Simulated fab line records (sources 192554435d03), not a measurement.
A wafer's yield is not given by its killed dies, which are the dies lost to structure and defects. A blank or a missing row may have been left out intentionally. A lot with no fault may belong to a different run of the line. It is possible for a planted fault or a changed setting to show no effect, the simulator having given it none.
Split-lot study ; flow n5Finfet ; 7 lots, 21 wafers read, on a route of 1938 steps

== SPLIT DETAILS ==
At N5_BEOL_M6_EXPOSE_25 (exposes mask V5, target cd 40 nm), the setting doseMj was moved away from the recipe's 45 on 13 of the 21 wafers read, by -6.4% to +6.3%. All remaining wafers had this setting at the recipe value.

== FROM THE SPLIT TO THE READING: what the file shows between them, 2 steps ==
- N5_BEOL_M6_PEB_26: peb time 60 s
- N5_BEOL_M6_DEVELOP_27: develop time 30 s

== THE READING ==
cdNm (nm) at N5_BEOL_M6_CD_MEAS_28, where the cd target is 40 nm. Typical for fault-free wafers on this fab line: 40.06 nm, with standard deviation 0.24 nm.

wafer;tool, chamber at the split;doseMj as run;against the recipe;cdNm, nm;against lot-mates on the recipe
L079.1;euvScanner-01, 0;45;recipe;40.57;-
L079.3;euvScanner-01, 0;45;recipe;40.38;-
L079.4;euvScanner-01, 0;45;recipe;40.61;-
L078.2;euvScanner-01, 0;42.12;-6.4%;38.31;-1.90
L078.3;euvScanner-01, 0;42.12;-6.4%;38.48;-1.73
L078.6;euvScanner-01, 0;45;recipe;40.21;-
L085.3;euvScanner-01, 0;45;recipe;40.14;-
L085.4;euvScanner-01, 0;45;recipe;40.17;-
L085.5;euvScanner-01, 0;47.83;+6.3%;41.18;+1.02
L084.3;euvScanner-01, 0;47.85;+6.3%;41.14;no lot-mate on the recipe
L084.4;euvScanner-01, 0;47.85;+6.3%;41.33;no lot-mate on the recipe
L084.5;euvScanner-01, 0;47.85;+6.3%;41.57;no lot-mate on the recipe
L088.1;euvScanner-02, 0;43.34;-3.7%;39.39;-0.84
L088.3;euvScanner-02, 0;43.34;-3.7%;39.12;-1.11
L088.4;euvScanner-02, 0;45;recipe;40.23;-
L091.2;euvScanner-02, 0;45;recipe;40.51;-
L091.3;euvScanner-02, 0;42.97;-4.5%;39.15;-1.36
L091.6;euvScanner-02, 0;42.97;-4.5%;39.35;-1.16
L097.2;euvScanner-02, 0;42.52;-5.5%;38.84;no lot-mate on the recipe
L097.3;euvScanner-02, 0;42.52;-5.5%;39.36;no lot-mate on the recipe
L097.5;euvScanner-02, 0;42.52;-5.5%;38.43;no lot-mate on the recipe

FIT RESULTS
A straight line over all 21 wafers: cdNm changes by +0.218 nm for each +1% of doseMj; r = +0.96; the points scatter about the line by 0.3 nm.
The same after taking each lot's own level away (the mean of its wafers on the recipe; 15 wafers): +0.242 nm for each +1%; r = +0.98; scatter 0.18 nm.
Per that fit: largest doseMj move, reading shift of 1.6 nm.
The span of the lots' own levels, 40.155 to 40.520 nm, comes to 1.5 times the standard deviation stated above.
So the lot-to-lot level changes the slope: the two fits differ.
Check: with one of the wafers moved furthest among these (-6.4%) left out of the fit, the line predicts -1.58 nm for it against its lot-mates. Against them it came out at -1.9 nm.

== OTHER SPLITS APPLIED TO THESE WAFERS ==
Before the reading, these wafers also passed through other splits. Each is held against what the fit with the lots' levels taken away leaves over:
other split on the same wafers;wafers away from the commonest value;r with cdNm (lot level and that fit taken away)
N5_BEOL_M5_TRENCH_ETCH_37 timeS;5;+0.08
N5_BEOL_M5_ALD_86 coReactantPulseTimeS;8;+0.28

== THE WHOLE CHAIN: every reading that the file lists as answering this split, in the file's order ==
step;what it does;reading;change (the file's fit);r (the file's)
N5_BEOL_M6_CD_MEAS_28;target cd 40 nm;cdNm;+0.239 nm for each +1% of the setting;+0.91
N5_BEOL_M6_DESCUM_33;chemistry O2, time 7 s;BEOL_M6.cdNm (the simulator's own value, which no gauge read);+0.229 nm for each +1% of the setting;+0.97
N5_BEOL_M6_ETCH_72;etches underlayer in N2/H2, target depth 6.5 nm, time 5.2 s;BEOL_M6.cdNm (the simulator's own value, which no gauge read);+0.213 nm for each +1% of the setting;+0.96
N5_BEOL_M6_ETCH_66;etches SOC in N2/H2, target depth 80 nm, overetch 16 nm, time 120 s;BEOL_M6.cdNm (the simulator's own value, which no gauge read);+0.168 nm for each +1% of the setting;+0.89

== THE FILE'S OWN FIT ==
cdNm changes by +0.239 nm for each +1% of doseMj, r = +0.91.
